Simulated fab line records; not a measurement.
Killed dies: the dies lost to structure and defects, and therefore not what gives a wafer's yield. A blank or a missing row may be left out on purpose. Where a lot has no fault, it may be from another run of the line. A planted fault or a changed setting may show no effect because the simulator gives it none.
Which tool did it?	flow nand-harc	36 wafers from 12 lots sampled at 6 of the route's 1302 steps

== WHAT EACH GAUGE READ, for each wafer ==
NHARC_A_M1_INSPECT_11.
lot	measured	on	raw-defect-count
L125	day 23 09:11	defect-inspect-01	19 25 29
L129	day 23 22:52	defect-inspect-02	96 107 96
L127	day 24 01:20	defect-inspect-02	22 17 29
L128	day 24 09:41	defect-inspect-02	60 57 72
L133	day 26 15:53	defect-inspect-01	141 174 169
L134	day 26 22:19	defect-inspect-01	85 86 70
L135	day 27 21:33	defect-inspect-01	77 88 77
L136	day 28 07:10	defect-inspect-01	22 17 19
L137	day 28 08:01	defect-inspect-02	62 72 65
L139	day 28 22:47	defect-inspect-01	95 86 99
L142	day 30 23:31	defect-inspect-02	69 57 67
L144	day 31 08:34	defect-inspect-01	1187 116 111

NHARC_END_SORT_01.
lot	measured	on	defect-limited-yield (%)	killed-at-array	killed-at-other	killed-at-periphery	killed-dies	killed-open	killed-short
L136	day 29 18:43	prober-02	94.8 95.7 94.7	27 18 26	2 3 4	6 8 6	35 29 36	9 4 4	3 2 5
L137	day 29 18:42	prober-01	91.3 91.7 91.4	55 50 52	2 3 3	2 3 3	59 56 58	3 2 1	2 2 1
L142	day 32 17:53	prober-01	91.3 93.8 92.9	46 35 40	5 2 2	8 5 6	59 42 48	5 5 4	1 3 0
L144	day 33 04:55	prober-01	86.9 91.4 90.3	87 57 62	0 0 2	2 1 2	89 58 66	1 3 0	2 0 4

== EACH LOT AND THE TOOL THAT RAN IT (in order: tool; ch and the chambers of the sampled wafers; start) ==
lot	NHARC_A_M0_DEP_32	NHARC_A_M1_DESCUM_14	NHARC_A_M1_DEGAS_29	NHARC_A_M1_PRE_CLEAN_30
L125	pecvd-01 ch 0,1,2, day 23 07:58	rie-diel-02 ch 0,3, day 23 09:15	pvd-sputter-01, day 23 10:16	pvd-sputter-01, no start
L129	pecvd-02 ch 0,1, day 23 21:30	rie-diel-04 ch 1,2,3, day 23 22:57	pvd-sputter-01, day 23 23:58	pvd-sputter-01, no start
L127	pecvd-02 ch 0,1,2, day 23 23:52	rie-diel-12 ch 0,1,2, day 24 01:25	pvd-sputter-01, day 24 02:26	pvd-sputter-01, no start
L128	pecvd-01 ch 0,1,2, day 24 08:21	rie-diel-02 ch 0,1,3, day 24 09:46	pvd-sputter-03, day 24 10:47	pvd-sputter-03, no start
L133	pecvd-01 ch 1,2, day 26 14:35	rie-diel-12 ch 1,2, day 26 15:57	pvd-sputter-03, day 26 16:58	pvd-sputter-03, no start
L134	pecvd-02 ch 0,1, day 26 20:58	rie-diel-02 ch 1,2,3, day 26 22:23	pvd-sputter-01, day 26 23:24	pvd-sputter-01, no start
L135	pecvd-02 ch 0,1,2, day 27 20:13	rie-diel-12 ch 1,2, day 27 21:37	pvd-sputter-03, day 27 22:39	pvd-sputter-03, no start
L136	pecvd-03 ch 1,2, day 28 05:51	rie-diel-02 ch 0,1,3, day 28 07:14	pvd-sputter-01, day 28 08:15	pvd-sputter-01, day 29 18:43 or earlier
L137	pecvd-03 ch 0,1, day 28 06:38	rie-diel-12 ch 0,2, day 28 08:05	pvd-sputter-02, day 28 09:06	pvd-sputter-02, day 29 18:42 or earlier
L139	pecvd-03 ch 1,2, day 28 21:21	rie-diel-12 ch 0,3, day 28 22:51	pvd-sputter-03, day 28 23:52	pvd-sputter-03, no start
L142	pecvd-02 ch 0,1,2, day 30 22:08	rie-diel-02 ch 1,2,3, day 30 23:34	pvd-sputter-02, day 31 00:36	pvd-sputter-02, day 32 17:53 or earlier
L144	pecvd-02 ch 0,1,2, day 31 07:17	rie-diel-02 ch 0,3, day 31 08:37	pvd-sputter-01, day 31 09:41	pvd-sputter-01, day 33 04:55 or earlier
- NHARC_A_M0_DEP_32: deposits SiCN, target thk 30 nm.
- NHARC_A_M1_DESCUM_14: chemistry O2, time 3 s.
- NHARC_A_M1_DEGAS_29: time 60 s.
- NHARC_A_M1_PRE_CLEAN_30: time 30 s.

== WHAT THE TOOLS THEMSELVES READ (means of the sampled wafers that have a number; where no wafer has one, the mark that the record gives instead) ==
NHARC_A_M0_DEP_32.
lot	tool	heater-power-w (W)
L125	pecvd-01	640
L129	pecvd-02	489
L127	pecvd-02	591
L128	pecvd-01	637
L133	pecvd-01	700
L134	pecvd-02	480
L135	pecvd-02	559
L136	pecvd-03	510
L137	pecvd-03	512
L139	pecvd-03	574
L142	pecvd-02	595
L144	pecvd-02	550

NHARC_A_M1_DESCUM_14.
lot	tool	drypump-motor-current-A (A)	mfc-ar-sccm (sccm)	oes-product-au (a.u.)	rf-vpp-V (V)	showerhead-plenum-p-Torr (Torr)	throttle-valve-pct (%)
L125	rie-diel-02	5.2	0.015	1.010	57.9	1.93	11.319
L129	rie-diel-04	5.1	0.011	1.000	57.3	1.90	11.314
L127	rie-diel-12	5.3	0.016	1.007	57.2	1.91	11.315
L128	rie-diel-02	5.5	0.007	0.993	57.6	1.96	11.311
L133	rie-diel-12	5.2	0.027	1.003	56.9	1.87	11.310
L134	rie-diel-02	5.8	0.007	1.008	57.8	1.93	11.314
L135	rie-diel-12	5.1	0.022	1.005	58.3	1.93	11.308
L136	rie-diel-02	5.5	0.007	1.004	58.5	1.95	11.316
L137	rie-diel-12	5.3	0.006	1.012	58.6	1.95	11.316
L139	rie-diel-12	5.5	0.000	1.014	57.9	1.94	11.319
L142	rie-diel-02	5.8	0.007	0.994	58.7	1.93	11.318
L144	rie-diel-02	5.2	0.015	1.008	57.9	1.93	11.307

NHARC_A_M1_DEGAS_29.
lot	tool	heater-power-w (W)
L125	pvd-sputter-01	328
L129	pvd-sputter-01	295
L127	pvd-sputter-01	321
L128	pvd-sputter-03	340
L133	pvd-sputter-03	319
L134	pvd-sputter-01	323
L135	pvd-sputter-03	318
L136	pvd-sputter-01	341
L137	pvd-sputter-02	362
L139	pvd-sputter-03	325
L142	pvd-sputter-02	314
L144	pvd-sputter-01	314

NHARC_A_M1_PRE_CLEAN_30.
lot	tool	heater-power-w (W)
L125	pvd-sputter-01	418
L129	pvd-sputter-01	409
L127	pvd-sputter-01	370
L128	pvd-sputter-03	415
L133	pvd-sputter-03	431
L134	pvd-sputter-01	396
L135	pvd-sputter-03	389
L136	pvd-sputter-01	396
L137	pvd-sputter-02	352
L139	pvd-sputter-03	417
L142	pvd-sputter-02	394
L144	pvd-sputter-01	382

== THE ANSWER, worked out from the rows above alone ==
Rule: the usual values come from the lots themselves. The widest of any qualifying gaps counts: lots, ordered by their means at a reading, are off when they make up no more than a third of the lots, leave a main group of 4 or more, and stand apart from it by 3 or more times the standard deviation of that group's means. Not used: any main group whose means are identical at the precision the tables above print for the reading. A lot without any number at a reading at which 4 lots or more have one is off too. All remaining lots with rows at the step are treated as sound. First the gauges in route order, then the tools' own readings, where a lot's mean is used as printed above. At the first step where some lot is off, the reading lying furthest off is the one used; lots without a number count as furthest.
Off: L144 (NHARC_A_M1_INSPECT_11, raw-defect-count). Mean 70 and standard deviation 39 in the main group.
A tool fits if, at a process step before that reading, it ran every lot that is off, and no sound lot after the first of them. Gauges at NHARC_A_M1_INSPECT_11: tried the same way as those tools. This does not decide it: 2 tools fit, namely pecvd-02 at NHARC_A_M0_DEP_32 and defect-inspect-01 at NHARC_A_M1_INSPECT_11.

== WHAT HAD BEEN PUT IN BY THE SIMULATOR ==
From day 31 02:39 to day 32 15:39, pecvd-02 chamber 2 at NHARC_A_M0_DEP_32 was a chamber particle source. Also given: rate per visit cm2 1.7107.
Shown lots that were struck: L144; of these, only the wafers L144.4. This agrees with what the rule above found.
